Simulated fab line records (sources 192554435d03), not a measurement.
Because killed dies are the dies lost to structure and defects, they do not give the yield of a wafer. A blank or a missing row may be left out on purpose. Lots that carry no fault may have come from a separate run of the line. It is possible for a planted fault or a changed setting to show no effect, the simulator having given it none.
Split-lot experiment / flow n5-finfet / 21 wafers read across 7 lots, on a route 1938 steps long

== ABOUT THE SPLIT ==
At N5_BEOL_M9_COAT_63 (time 60 s, resist thk 60 nm), the setting spin-rpm was moved away from the recipe's 1500 rpm on 4 of the 21 wafers read, by -6.3% to +6.3%. This setting was run at the recipe's value on the other wafers.

Reading taken at the split's own step.

== THE READING ==
SOC_of_BEOL_M9_COAT_63.thk-nm (the simulator's own value, which no gauge read), in nm, at N5_BEOL_M9_COAT_63 (time 60 s, resist thk 60 nm). The file does not state a usual value for it. Here, 17 wafers ran the recipe; their average is 59.9 nm with a standard deviation of 0.12 nm.

wafer=L076.1; tool, chamber at the split=litho-track-02, 0; spin-rpm as run, rpm=1500; against the recipe=recipe; SOC_of_BEOL_M9_COAT_63.thk-nm, nm=59.8; against lot-mates on the recipe=-
wafer=L076.2; tool, chamber at the split=litho-track-02, 0; spin-rpm as run, rpm=1500; against the recipe=recipe; SOC_of_BEOL_M9_COAT_63.thk-nm, nm=59.6; against lot-mates on the recipe=-
wafer=L076.6; tool, chamber at the split=litho-track-02, 0; spin-rpm as run, rpm=1500; against the recipe=recipe; SOC_of_BEOL_M9_COAT_63.thk-nm, nm=60; against lot-mates on the recipe=-
wafer=L082.2; tool, chamber at the split=litho-track-01, 0; spin-rpm as run, rpm=1500; against the recipe=recipe; SOC_of_BEOL_M9_COAT_63.thk-nm, nm=60; against lot-mates on the recipe=-
wafer=L082.4; tool, chamber at the split=litho-track-01, 0; spin-rpm as run, rpm=1500; against the recipe=recipe; SOC_of_BEOL_M9_COAT_63.thk-nm, nm=60; against lot-mates on the recipe=-
wafer=L082.3; tool, chamber at the split=litho-track-01, 0; spin-rpm as run, rpm=1500; against the recipe=recipe; SOC_of_BEOL_M9_COAT_63.thk-nm, nm=59.8; against lot-mates on the recipe=-
wafer=L089.2; tool, chamber at the split=litho-track-01, 0; spin-rpm as run, rpm=1500; against the recipe=recipe; SOC_of_BEOL_M9_COAT_63.thk-nm, nm=59.8; against lot-mates on the recipe=-
wafer=L089.3; tool, chamber at the split=litho-track-01, 0; spin-rpm as run, rpm=1405; against the recipe=-6.3%; SOC_of_BEOL_M9_COAT_63.thk-nm, nm=61.6; against lot-mates on the recipe=+1.8
wafer=L089.5; tool, chamber at the split=litho-track-01, 0; spin-rpm as run, rpm=1405; against the recipe=-6.3%; SOC_of_BEOL_M9_COAT_63.thk-nm, nm=62; against lot-mates on the recipe=+2.2
wafer=L087.2; tool, chamber at the split=litho-track-03, 0; spin-rpm as run, rpm=1500; against the recipe=recipe; SOC_of_BEOL_M9_COAT_63.thk-nm, nm=59.8; against lot-mates on the recipe=-
wafer=L087.3; tool, chamber at the split=litho-track-03, 0; spin-rpm as run, rpm=1500; against the recipe=recipe; SOC_of_BEOL_M9_COAT_63.thk-nm, nm=60; against lot-mates on the recipe=-
wafer=L087.6; tool, chamber at the split=litho-track-03, 0; spin-rpm as run, rpm=1500; against the recipe=recipe; SOC_of_BEOL_M9_COAT_63.thk-nm, nm=60; against lot-mates on the recipe=-
wafer=L092.1; tool, chamber at the split=litho-track-01, 0; spin-rpm as run, rpm=1500; against the recipe=recipe; SOC_of_BEOL_M9_COAT_63.thk-nm, nm=59.8; against lot-mates on the recipe=-
wafer=L092.6; tool, chamber at the split=litho-track-01, 0; spin-rpm as run, rpm=1500; against the recipe=recipe; SOC_of_BEOL_M9_COAT_63.thk-nm, nm=59.8; against lot-mates on the recipe=-
wafer=L092.3; tool, chamber at the split=litho-track-01, 0; spin-rpm as run, rpm=1500; against the recipe=recipe; SOC_of_BEOL_M9_COAT_63.thk-nm, nm=60; against lot-mates on the recipe=-
wafer=L094.1; tool, chamber at the split=litho-track-01, 0; spin-rpm as run, rpm=1594; against the recipe=+6.3%; SOC_of_BEOL_M9_COAT_63.thk-nm, nm=58; against lot-mates on the recipe=-1.8
wafer=L094.3; tool, chamber at the split=litho-track-01, 0; spin-rpm as run, rpm=1594; against the recipe=+6.3%; SOC_of_BEOL_M9_COAT_63.thk-nm, nm=58; against lot-mates on the recipe=-1.8
wafer=L094.4; tool, chamber at the split=litho-track-01, 0; spin-rpm as run, rpm=1500; against the recipe=recipe; SOC_of_BEOL_M9_COAT_63.thk-nm, nm=59.8; against lot-mates on the recipe=-
wafer=L097.1; tool, chamber at the split=litho-track-01, 0; spin-rpm as run, rpm=1500; against the recipe=recipe; SOC_of_BEOL_M9_COAT_63.thk-nm, nm=60; against lot-mates on the recipe=-
wafer=L097.3; tool, chamber at the split=litho-track-01, 0; spin-rpm as run, rpm=1500; against the recipe=recipe; SOC_of_BEOL_M9_COAT_63.thk-nm, nm=59.8; against lot-mates on the recipe=-
wafer=L097.5; tool, chamber at the split=litho-track-01, 0; spin-rpm as run, rpm=1500; against the recipe=recipe; SOC_of_BEOL_M9_COAT_63.thk-nm, nm=59.8; against lot-mates on the recipe=-

THE FIT
A straight line over all 21 wafers: SOC_of_BEOL_M9_COAT_63.thk-nm changes by -0.302 nm for each +1% of spin-rpm; r = -0.99; the points scatter about the line by 0.13 nm.
The same after taking each lot's own level away (the mean of its wafers on the recipe; 21 wafers): -0.302 nm for each +1%; r = -0.99; scatter 0.12 nm.
According to that fit, moving spin-rpm by its largest amount changes the reading by 1.9 nm.
The span of the lots' own levels, 59.80 to 59.93 nm, comes to 1.1 times the standard deviation stated above.
So the lot-to-lot level changes the slope little: the two slopes agree.
Check: with one of the wafers moved furthest among these (-6.3%) left out of the fit, the line predicts +1.98 nm for it against its lot-mates. It came out at +1.8 nm against them.

== OTHER SPLITS ON THESE WAFERS ==
Other splits were also applied to these wafers ahead of the reading. Each is held against what the fit with the lots' levels taken away leaves over:
other split on the same wafers=N5_BEOL_M6_TRENCH_ETCH_37 time-s; wafers away from the commonest value=5; r with SOC_of_BEOL_M9_COAT_63.thk-nm (lot level and that fit taken away)=+0.16
other split on the same wafers=N5_BEOL_M8_EXPOSE_25 dose-mj; wafers away from the commonest value=7; r with SOC_of_BEOL_M9_COAT_63.thk-nm (lot level and that fit taken away)=-0.12
other split on the same wafers=N5_BEOL_M8_DESCUM_33 time-s; wafers away from the commonest value=4; r with SOC_of_BEOL_M9_COAT_63.thk-nm (lot level and that fit taken away)=+0.32

== FILE'S OWN FIT ==
SOC_of_BEOL_M9_COAT_63.thk-nm changes by -0.302 nm for each +1% of spin-rpm, r = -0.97.
